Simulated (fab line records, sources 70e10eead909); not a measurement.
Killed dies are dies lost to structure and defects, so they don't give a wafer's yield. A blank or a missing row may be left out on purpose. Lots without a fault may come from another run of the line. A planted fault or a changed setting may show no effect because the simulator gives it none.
fab line records | flow nand_harc
record lots=14 wafers=38 last_day=34
route steps=1302 shown A_ZERO_WELL@401 A_ONON_D1@431 END@1302
lots that met no fault: from a run of the same line without faults
start_h: hours from the record's first day to the start of the lot's first wafer shown | wait_h: hours since the lot's step before | " the same as in the row above | L1.1+2: a row that stands for several wafers | - no value, or no start given | * or withheld: withheld | < > ~ a bound
route shown NAME@n: a module of which the file shows steps, and the number in the route of the first | usual: mean/standard deviation of fault-free wafers | same: alike in all rows | chamber/n: place in a boat | sites: the reading at each site | _std_site: their standard deviation | _edge_site: outer sites' mean less inner sites' | radius_mm: how far each site lies from the wafer's centre | mask NAME#n: copy n | behind: the tool/chamber that last shaped the wafer | hold: why the lot was held/for how many hours/how that ended | device: the transistor (n, p or np) that didn't switch | end of line: the same wafers' tests at the end of the route | a step without rows: its recipe alone | killed: dies lost to structure and defects at the first sort, not the wafer's yield | map: a wafer's dies, x killed, . not, _ none there
set.NAME: the setting as run; set.NAME@STEP: as run at that earlier step | model.NAME: the simulator's own value behind a step, which no gauge read
steps of the route over a sample of lots; a table a step, a row a wafer
services: from which hour (start_h, from the record's first day; less than 0 if before it) a tool's chamber was out of use, for how many hours, and why
## steps
# step NHARC_A_ZERO_WELL_CD_MEAS_10
# recipe target_cd_nm=2000 landing_energy_ev=500
# usual cd_nm=1999.5/2.4
# columns lot.wafer tool chamber start_h wait_h cd_nm
L190.1 cd_sem-03 0 137.72 - 2002.1
L190.2 " 0 " " 2001.1
L190.5 " 0 " " 1997.7
L191.4 cd_sem-03 0 150.30 - 2002.9
L191.5 " 0 " " 2003.3
L191.6 " 0 " " 2001.3
L192.3 cd_sem-02 0 155.56 - 2000.5
L192.4 " 0 " " 2003.1
L192.6 " 0 " " 2003.0
L194.4 cd_sem-03 0 179.26 - 1999.3
L194.5 " 0 " " 1998.6
L194.6 " 0 " " 2003.2
L196.3 cd_sem-03 0 199.88 - 1998.5
L196.4 " 0 " " 1995.8
L196.6 " 0 " " 1996.2
L197.2 cd_sem-03 0 213.71 - 1998.6
L197.3 " 0 " " 2003.5
L197.6 " 0 " " 2000.7
L199.6 cd_sem-02 0 234.36 - 1995.7
L200.4 cd_sem-01 0 245.73 - 1998.4
L208.1 cd_sem-03 0 322.03 - 1999.4
L208.2 " 0 " " 2000.5
L208.3 " 0 " " 1999.2
L209.1 cd_sem-03 0 331.01 - 1999.2
L209.4 " 0 " " 1998.6
L209.6 " 0 " " 2001.1
L210.3 cd_sem-01 0 341.31 - 2004.0
L210.4 " 0 " " 1999.0
L210.5 " 0 " " 2004.4
L211.2 cd_sem-01 0 355.34 - 1999.0
L211.4 " 0 " " 1997.8
L211.6 " 0 " " 2000.2
L212.2 cd_sem-01 0 364.42 - 1997.7
L212.4 " 0 " " 1995.8
L212.6 " 0 " " 1999.0
L213.4 cd_sem-03 0 367.45 - 2002.2
L213.5 " 0 " " 2003.3
L213.6 " 0 " " 1999.2
# step NHARC_A_ZERO_WELL_ETCH_13
# recipe target_depth_a=1200 time_s=40.1 hbr_flow_sccm=150 cl2_flow_sccm=50 rf_w=400 icp_w=400 bias_w=100 chemistry=HBr/Cl2
# usual drypump_motor_current_A=5.8/0.52 oes_product_au=0.998/0.0096 throttle_valve_pct=26.406/0.0094
# columns lot.wafer tool chamber start_h wait_h drypump_motor_current_A oes_product_au rf_hours_counter_h throttle_valve_pct
L190.1 rie_si-02 1 138.08 - 5.6 0.994 0.2 26.420
L190.2 " 3 " " 6.6 1.017 0.2 26.414
L190.5 " 2 " " 5.2 1.014 - 26.411
L191.4 rie_si-05 2 150.67 - 4.9 1.005 0.1 26.398
L191.5 " 0 " " 5.9 0.991 - 26.406
L191.6 " 1 " " 5.6 1.010 - 26.397
L192.3 rie_si-05 0 155.92 - 5.9 0.991 0.2 26.423
L192.4 " 1 " " 5.6 0.991 0.2 26.403
L192.6 " 0 " " 5.9 0.994 - 26.415
L194.4 rie_si-01 0 179.62 - 6.2 0.966 1.0 26.402
L194.5 " 3 " " 6.5 0.977 - 26.408
L194.6 " 0 " " 6.2 0.976 - 26.402
L196.3 rie_si-05 1 200.24 - 5.6 1.011 0.5 26.404
L196.4 " 2 " " 4.9 1.000 0.4 26.419
L196.6 " 0 " " 5.9 0.992 - 26.413
L197.2 rie_si-05 1 214.09 - 5.6 0.999 0.6 26.403
L197.3 " 3 " " 6.5 0.992 0.5 26.406
L197.6 " 1 " " 5.6 1.018 - 26.413
L199.6 rie_si-02 0 234.76 - 5.5 1.001 - 26.402
L200.4 rie_si-05 2 246.13 - 4.9 0.991 0.6 26.410
L208.2 rie_si-01 0 322.41 - 6.2 0.990 0.7 26.405
L208.1 " 1 " " 6.1 0.998 0.7 26.410
L208.3 " 2 " " 5.5 0.997 0.8 26.406
L209.1 rie_si-05 0 331.40 - 5.9 0.993 0.0 26.414
L209.4 " 1 " " 5.6 1.012 0.1 26.415
L209.6 " 0 " " 5.9 0.996 - 26.421
L210.4 rie_si-05 3 341.66 - 6.6 1.001 0.2 26.395
L210.3 " 2 " " 4.9 0.999 0.2 26.426
L210.5 " 3 " " 6.5 0.999 - 26.429
L211.2 rie_si-02 0 355.72 - 5.6 1.012 0.4 26.405
L211.4 " 1 " " 5.6 0.997 0.4 26.406
L211.6 " 2 " " 5.3 0.985 - 26.404
L212.4 rie_si-02 2 364.79 - 5.2 0.996 0.5 26.429
L212.2 " 3 " " 6.6 1.003 0.5 26.389
L212.6 " 2 " " 5.3 1.000 - 26.406
L213.4 rie_si-05 1 367.84 - 5.6 0.995 0.3 26.395
L213.5 " 2 " " 4.9 1.005 - 26.392
L213.6 " 3 " " 6.5 1.000 - 26.417
# step NHARC_A_ONON_D1_THK_MEAS_11
# recipe thk_meas_gauge=ellipsometry
# usual thk_nm=998/7.7
# columns lot.wafer tool chamber start_h wait_h thk_nm
L190.1 film_metro-02 - 163.31 - 1001
L190.2 " - " " 1001
L190.5 " - " " 1001
L191.4 film_metro-02 - 174.43 - 995
L191.5 " - " " 995
L191.6 " - " " 995
L192.3 film_metro-01 - 182.12 - 999
L192.4 " - " " 996
L192.6 " - " " 997
L194.4 film_metro-02 - 203.83 - 995
L194.5 " - " " 994
L194.6 " - " " 995
L196.3 film_metro-02 - 223.95 - 1012
L196.4 " - " " 1015
L196.6 " - " " 1013
L197.2 film_metro-02 - 238.25 - 995
L197.3 " - " " 997
L197.6 " - " " 996
L199.6 film_metro-01 - 260.14 - 1008
L200.4 film_metro-01 - 269.47 - 995
L208.1 film_metro-01 - 345.25 - 991
L208.2 " - " " 988
L208.3 " - " " 991
L209.1 film_metro-01 - 355.02 - 1003
L209.4 " - " " 1003
L209.6 " - " " 1004
L210.3 film_metro-02 - 366.67 - 984
L210.4 " - " " 984
L210.5 " - " " 985
L211.2 film_metro-01 - 379.36 - 1002
L211.4 " - " " 1000
L211.6 " - " " 1001
L212.2 film_metro-02 - 390.63 - 1001
L212.4 " - " " 1001
L212.6 " - " " 1001
L213.4 film_metro-01 - 390.63 - 1007
L213.5 " - " " 1007
L213.6 " - " " 1005
# step NHARC_A_ONON_D1_DEP_33
# recipe target_thk_a=2000 temp_c=400 pressure_torr=6.5 rf_w=900 teos_flow_sccm=161.4 flow_sccm=2650 target_thk_nm=200 gas=O2 material=SiO2
# usual heater_power_w=534/120 throttle_valve_pct=15.9/0.48
# columns lot.wafer tool chamber start_h wait_h heater_power_w since_wet_clean_h throttle_valve_pct
L190.1 pecvd-04 0 175.03 0.1 461 74 16.2
L190.2 " 1 " " 834 74 15.9
L190.5 " 1 " " 672 - 16.2
L191.6 pecvd-01 0 185.27 0.2 469 - 15.9
L191.4 " 1 " " 570 - 14.9
L191.5 " 2 " " 465 - 15.5
L192.3 pecvd-01 2 192.96 0.1 485 50 15.4
L192.6 " 0 " " 486 - 15.6
L192.4 " 1 " " 561 - 14.8
L194.5 pecvd-02 1 215.03 0.2 605 - 16.5
L194.4 " 2 " " 439 - 15.8
L194.6 " 0 " " 574 - 16.1
L196.3 pecvd-01 2 239.17 0.1 582 96 15.4
L196.6 " 2 " " 435 - 15.4
L196.4 " 0 " " 480 - 15.7
L197.3 pecvd-01 1 248.90 0.1 444 106 14.8
L197.2 " 2 " " 548 106 15.5
L197.6 " 2 " " 595 - 15.6
L199.6 pecvd-01 2 271.04 0.3 580 - 15.5
L200.4 pecvd-01 2 280.39 0.3 558 - 15.6
L208.2 pecvd-02 0 358.95 0.1 464 119 16.0
L208.1 " 1 " " 613 119 16.6
L208.3 " 2 " " 546 119 15.7
L209.1 pecvd-04 1 366.11 0.1 822 84 16.1
L209.4 " 1 " " 850 - 15.8
L209.6 " 0 " " 422 - 16.5
L210.3 pecvd-04 0 377.35 0.1 370 95 16.6
L210.5 " 1 " " 794 - 16.0
L210.4 " 2 " " 449 - 16.4
L211.2 pecvd-04 1 390.10 0.1 783 108 15.8
L211.6 " 0 " " 444 - 16.6
L211.4 " 1 " " 792 - 15.9
L212.2 pecvd-04 1 402.17 0.1 799 120 15.8
L212.6 " 2 " " 427 - 16.0
L212.4 " 0 " " 450 - 16.8
L213.4 pecvd-01 2 402.33 0.2 499 - 15.5
L213.6 " 0 " " 483 - 15.9
L213.5 " 1 " " 454 - 15.2
# step NHARC_A_ONON_D1_THK_MEAS_34
# recipe thk_meas_gauge=ellipsometry
# usual thk_nm=200.4/2.7
# columns lot.wafer tool chamber start_h wait_h hold thk_nm
L190.1 film_metro-02 - 175.45 - - 201.9
L190.2 " - " " - 199.3
L190.5 " - " " - 203.5
L191.4 film_metro-02 - 185.55 - - 202.2
L191.5 " - " " - 202.1
L191.6 " - " " - 203.2
L192.3 film_metro-02 - 193.37 - - 199.8
L192.4 " - " " - 203.4
L192.6 " - " " - 201.0
L194.4 film_metro-01 - 215.31 - - 204.2
L194.5 " - " " - 197.4
L194.6 " - " " - 200.8
L196.3 film_metro-02 - 239.59 - - 198.1
L196.4 " - " " - 200.3
L196.6 " - " " - 201.1
L197.2 film_metro-02 - 249.32 - - 198.4
L197.3 " - " " - 197.5
L197.6 " - " " - 204.6
L199.6 film_metro-01 - 271.23 - await_dispo/0.2h/release 93.0
L199.6 film_metro-01 - 271.40 0.2 - 92.3
L200.4 film_metro-02 - 280.58 - await_dispo/0.2h/release 91.5
L200.4 film_metro-02 - 280.75 0.2 - 94.2
L208.1 film_metro-02 - 359.36 - - 198.4
L208.2 " - " " - 199.3
L208.3 " - " " - 200.0
L209.1 film_metro-01 - 366.52 - - 198.8
L209.4 " - " " - 202.3
L209.6 " - " " - 196.1
L210.3 film_metro-01 - 377.77 - - 200.2
L210.4 " - " " - 204.1
L210.5 " - " " - 202.7
L211.2 film_metro-01 - 390.47 - - 196.0
L211.4 " - " " - 201.2
L211.6 " - " " - 200.9
L212.2 film_metro-02 - 402.58 - - 201.5
L212.4 " - " " - 198.9
L212.6 " - " " - 203.6
L213.4 film_metro-01 - 402.60 - - 200.2
L213.5 " - " " - 200.5
L213.6 " - " " - 200.0
# step NHARC_END_SORT_01
# recipe temp_c=25
# usual killed_at_array=56/19 killed_at_other=0.8/1.1 killed_at_periphery=3.4/2.5 killed_dies=60/19 killed_open=2.9/1.7 killed_short=2.4/1.6
# same gross_dies=677
# columns lot.wafer tool chamber start_h wait_h killed_at_array killed_at_other killed_at_periphery killed_dies killed_open killed_short
L208.3 prober-02 0 739.54 3.1 81 4 3 88 3 4
# killed by level:class
L208.3 A_SLIT:chamber_film_flake=28 A_CHANNEL_HOLE_D2:chamber_film_flake=27 A_CHANNEL_HOLE_D1:chamber_film_flake=11 A_CONTACT:chamber_film_flake=5 THIN_TSV:chamber_film_flake=4 A_SGD_CUT:geometric_particle:short=2 P_BONDPAD:chamber_film_flake=2 A_BONDPAD:chamber_film_flake=2
## services
# columns tool chamber start_h hours kind
rie_si-05 - 128.00 9.0 pm
pecvd-01 - 130.00 13.0 pm
pecvd-02 2 161.79 4.9 repair
rie_si-02 0 189.52 20.6 repair
rie_si-01 - 193.40 9.0 pm
pecvd-01 0 196.46 4.7 repair
rie_si-01 0 211.86 10.1 repair
rie_si-01 3 223.82 7.9 repair
pecvd-02 - 227.00 13.0 pm
pecvd-01 1 228.33 4.8 repair
pecvd-04 - 269.21 13.0 pm
rie_si-02 - 277.00 9.0 pm
rie_si-05 - 305.00 9.0 pm
pecvd-01 - 311.00 13.0 pm
rie_si-02 - 328.41 0.6 repair
rie_si-05 - 329.15 0.3 repair
rie_si-02 0 330.29 2.0 repair
rie_si-05 1 335.64 1.3 repair
pecvd-04 1 335.67 6.0 repair
rie_si-05 - 340.95 0.4 repair
pecvd-04 0 349.79 13.8 repair
pecvd-04 - 351.35 3.0 repair
pecvd-01 - 372.79 1.0 repair
rie_si-02 2 401.28 15.1 repair
## key
first_sign step=NHARC_A_ONON_D1_THK_MEAS_34 reading=visit direction=added
effect step=NHARC_A_ONON_D1_THK_MEAS_34 reading=thk_nm direction=down sigmas=40 usual=200.4 struck=92.3
met_at NHARC_A_ONON_D1_DEP_33
struck_lots L199,L200
struck_wafers L199.6,L200.4
tester_left_out L199,L200
not_acting_at NHARC_A_ZERO_WELL_CD_MEAS_10,NHARC_A_ZERO_WELL_ETCH_13,NHARC_A_ONON_D1_THK_MEAS_11
onset_between 248.90 271.04
fault kind=process_parameter_drift tool=pecvd-01 chamber=- onset_h=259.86 steps=NHARC_A_ONON_D1_DEP_33 channel=target_thk_nm offset=-110.15 shape=step end_h=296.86 scope=struck_wafers_only acts_in=these_recipes_only stated=200
# tester_left_out: of these lots the tester's yield and bins aren't shown, on N5 and GAA mostly nor the transistor test; their killed dies are dies lost to structure and defects alone, not to doping, threshold or leakage, so they don't give the yield
